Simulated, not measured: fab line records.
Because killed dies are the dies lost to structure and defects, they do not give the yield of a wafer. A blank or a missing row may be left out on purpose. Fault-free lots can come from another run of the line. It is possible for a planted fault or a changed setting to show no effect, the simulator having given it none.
Which tool is to blame? | flow nand-harc | 42 wafers from 14 lots sampled at 4 of the route's 1302 steps

== WHAT EACH GAUGE READ, for each wafer ==
NHARC_A_BONDPAD_CD_MEAS_09: target cd 500 nm.
lot  | measured     | on        | cd-nm (nm)
L746 | day 23 12:47 | cd-sem-03 | 498.3 498.0 500.4
L748 | day 23 13:20 | cd-sem-01 | 503.1 501.1 500.5
L747 | day 23 17:17 | cd-sem-02 | 501.5 500.5 500.6
L750 | day 24 10:40 | cd-sem-01 | 497.4 500.8 500.7
L755 | day 26 15:17 | cd-sem-02 | - - -
L751 | day 26 18:32 | cd-sem-03 | - - -
L754 | day 27 16:55 | cd-sem-02 | 497.7 497.8 501.0
L757 | day 27 18:22 | cd-sem-01 | 498.0 495.6 499.8
L759 | day 28 12:26 | cd-sem-02 | 496.1 498.2 497.6
L760 | day 29 14:55 | cd-sem-03 | 501.7 498.5 501.6
L762 | day 30 04:34 | cd-sem-02 | 497.9 498.9 501.4
L764 | day 30 19:14 | cd-sem-01 | 499.0 497.5 500.4
L765 | day 31 00:58 | cd-sem-01 | 501.7 499.4 498.2
L768 | day 32 10:44 | cd-sem-01 | 498.9 498.4 501.2

== WHICH TOOL RAN EACH LOT (tool, then ch and the chambers of the sampled wafers, then the start) ==
lot  | NHARC_A_M1_PVD_20                       | NHARC_A_M1_PRE_CLEAN_32         | NHARC_A_BONDPAD_EXPOSE_06
L746 | pvd-sputter-02, day 23 10:56 or earlier | pecvd-01 ch 0,2, day 23 10:56   | krf-scanner-01 ch 0, day 23 12:38
L748 | pvd-sputter-01, day 23 11:37 or earlier | pecvd-03 ch 0,1, day 23 11:37   | krf-scanner-01 ch 0, day 23 13:11
L747 | pvd-sputter-01, day 23 15:26 or earlier | pecvd-03 ch 1,2, day 23 15:26   | krf-scanner-02 ch 0, day 23 17:08
L750 | pvd-sputter-03, day 24 08:57 or earlier | pecvd-03 ch 0,1, day 24 08:57   | krf-scanner-03 ch 0, day 24 10:31
L755 | pvd-sputter-02, day 26 13:34 or earlier | pecvd-02 ch 0,1,2, day 26 13:34 | krf-scanner-02, day 26 15:08
L751 | pvd-sputter-01, day 26 16:41 or earlier | pecvd-02 ch 0,2, day 26 16:41   | krf-scanner-02, day 26 18:23
L754 | pvd-sputter-03, day 27 14:53 or earlier | pecvd-01 ch 1,2, day 27 14:53   | krf-scanner-02 ch 0, day 27 16:46
L757 | pvd-sputter-01, day 27 16:31 or earlier | pecvd-01 ch 1,2, day 27 16:31   | krf-scanner-02 ch 0, day 27 18:13
L759 | pvd-sputter-01, day 28 10:35 or earlier | pecvd-02 ch 0,1, day 28 10:35   | krf-scanner-03 ch 0, day 28 12:16
L760 | pvd-sputter-01, day 29 13:03 or earlier | pecvd-02 ch 0,1, day 29 13:03   | krf-scanner-02 ch 0, day 29 14:45
L762 | pvd-sputter-02, day 30 02:43 or earlier | pecvd-03 ch 0,1,2, day 30 02:43 | krf-scanner-02 ch 0, day 30 04:25
L764 | pvd-sputter-01, day 30 17:28 or earlier | pecvd-02 ch 0,2, day 30 17:28   | krf-scanner-02 ch 0, day 30 19:05
L765 | pvd-sputter-02, day 30 23:07 or earlier | pecvd-01 ch 0,1,2, day 30 23:07 | krf-scanner-02 ch 0, day 31 00:50
L768 | pvd-sputter-02, day 32 09:01 or earlier | pecvd-03 ch 0,1,2, day 32 09:01 | krf-scanner-01 ch 0, day 32 10:35
- NHARC_A_M1_PVD_20: deposits TaN, target thk 5 nm, time 8.06 s.
- NHARC_A_M1_PRE_CLEAN_32: time 12 s.
- NHARC_A_BONDPAD_EXPOSE_06: exposes mask A BPAD.

== WHAT THE TOOLS THEMSELVES READ (means of the sampled wafers that have a number; where no wafer has one, the mark that the record gives instead) ==
NHARC_A_M1_PVD_20.
lot  | tool           | bias-v (V) | substrate-temp-c (C) | throttle-valve-pct (%)
L746 | pvd-sputter-02 | 168.8      | 49.97                | 29.0
L748 | pvd-sputter-01 | 169.0      | 49.98                | 30.1
L747 | pvd-sputter-01 | 167.8      | 50.00                | 30.1
L750 | pvd-sputter-03 | 168.1      | 50.01                | 29.7
L755 | pvd-sputter-02 | 170.1      | 50.06                | 29.9
L751 | pvd-sputter-01 | 169.2      | 50.05                | 29.4
L754 | pvd-sputter-03 | 168.6      | 50.02                | 30.9
L757 | pvd-sputter-01 | 168.4      | 49.98                | 28.5
L759 | pvd-sputter-01 | 170.8      | 50.07                | 29.5
L760 | pvd-sputter-01 | 167.4      | 49.97                | 29.4
L762 | pvd-sputter-02 | 168.7      | 49.95                | 30.3
L764 | pvd-sputter-01 | 167.6      | 50.03                | 29.3
L765 | pvd-sputter-02 | 168.0      | 49.77                | 30.3
L768 | pvd-sputter-02 | 168.4      | 50.10                | 29.8

NHARC_A_M1_PRE_CLEAN_32.
lot  | tool     | heater-power-w (W) | rf-fwd-power-W (W)
L746 | pecvd-01 | 592                | 292.1
L748 | pecvd-03 | 550                | 291.8
L747 | pecvd-03 | 519                | 293.1
L750 | pecvd-03 | 571                | 291.8
L755 | pecvd-02 | 604                | 292.3
L751 | pecvd-02 | 595                | 292.2
L754 | pecvd-01 | 605                | 291.8
L757 | pecvd-01 | 594                | 292.6
L759 | pecvd-02 | 648                | 292.1
L760 | pecvd-02 | 643                | 293.2
L762 | pecvd-03 | 596                | 293.0
L764 | pecvd-02 | 550                | 293.2
L765 | pecvd-01 | 604                | 293.0
L768 | pecvd-03 | 579                | 293.5

NHARC_A_BONDPAD_EXPOSE_06.
lot  | tool           | exposure-dose-mJ-cm2 | focus-offset-nm (nm) | reticle-temp-C (C)
L746 | krf-scanner-01 | 36.99                | 0.1                  | 23.04
L748 | krf-scanner-01 | 36.94                | -0.9                 | 22.94
L747 | krf-scanner-02 | 37.10                | -0.3                 | 22.95
L750 | krf-scanner-03 | 37.00                | -0.5                 | 23.02
L755 | krf-scanner-02 | -                    | -                    | -
L751 | krf-scanner-02 | -                    | -                    | -
L754 | krf-scanner-02 | 37.16                | 0.7                  | 22.94
L757 | krf-scanner-02 | 37.09                | -0.4                 | 22.84
L759 | krf-scanner-03 | 36.98                | 0.0                  | 23.07
L760 | krf-scanner-02 | 37.12                | -0.4                 | 22.95
L762 | krf-scanner-02 | 37.11                | -0.1                 | 23.06
L764 | krf-scanner-02 | 37.03                | -0.2                 | 22.98
L765 | krf-scanner-02 | 37.09                | -0.2                 | 22.81
L768 | krf-scanner-01 | 36.93                | -0.1                 | 22.87

== THE ANSWER, worked out from the rows above alone ==
Rule: the lots themselves supply what counts as usual. The widest of any qualifying gaps counts: lots, ordered by their means at a reading, are off when they make up no more than a third of the lots, leave a main group of 4 or more, and stand apart from it by 3 or more times the standard deviation of that group's means. The tables above print the reading to a certain number of digits; a main group whose means all agree to those digits is not used. Also off: a lot with no number at a reading for which 4 or more lots have one. Any other lot the step has rows for is counted as sound. The gauges are gone through in route order, then the tools' own readings, and for those a lot's mean is taken as printed above. The first step at which some lot is off is used, and at that step the reading that is off furthest; a lot without a number counts as furthest.
Off at NHARC_A_BONDPAD_CD_MEAS_09 (cd-nm): L755, L751. Without a number there: L755, L751. The main group: mean 499.4 nm, standard deviation 1.2.
A tool fits if, at a process step before that reading, it ran every lot that is off, and no sound lot after the first of them. Not tried: the gauges at NHARC_A_BONDPAD_CD_MEAS_09; whatever is off there is also off at NHARC_A_BONDPAD_EXPOSE_06, on other tools, and gauge error can't account for it. With no start given for some of its lots, NHARC_A_M1_PVD_20 uses the hours and lot order of NHARC_A_M1_PRE_CLEAN_32. Not one of the candidates tried fits.

== WHAT THE SIMULATOR PUT IN ==
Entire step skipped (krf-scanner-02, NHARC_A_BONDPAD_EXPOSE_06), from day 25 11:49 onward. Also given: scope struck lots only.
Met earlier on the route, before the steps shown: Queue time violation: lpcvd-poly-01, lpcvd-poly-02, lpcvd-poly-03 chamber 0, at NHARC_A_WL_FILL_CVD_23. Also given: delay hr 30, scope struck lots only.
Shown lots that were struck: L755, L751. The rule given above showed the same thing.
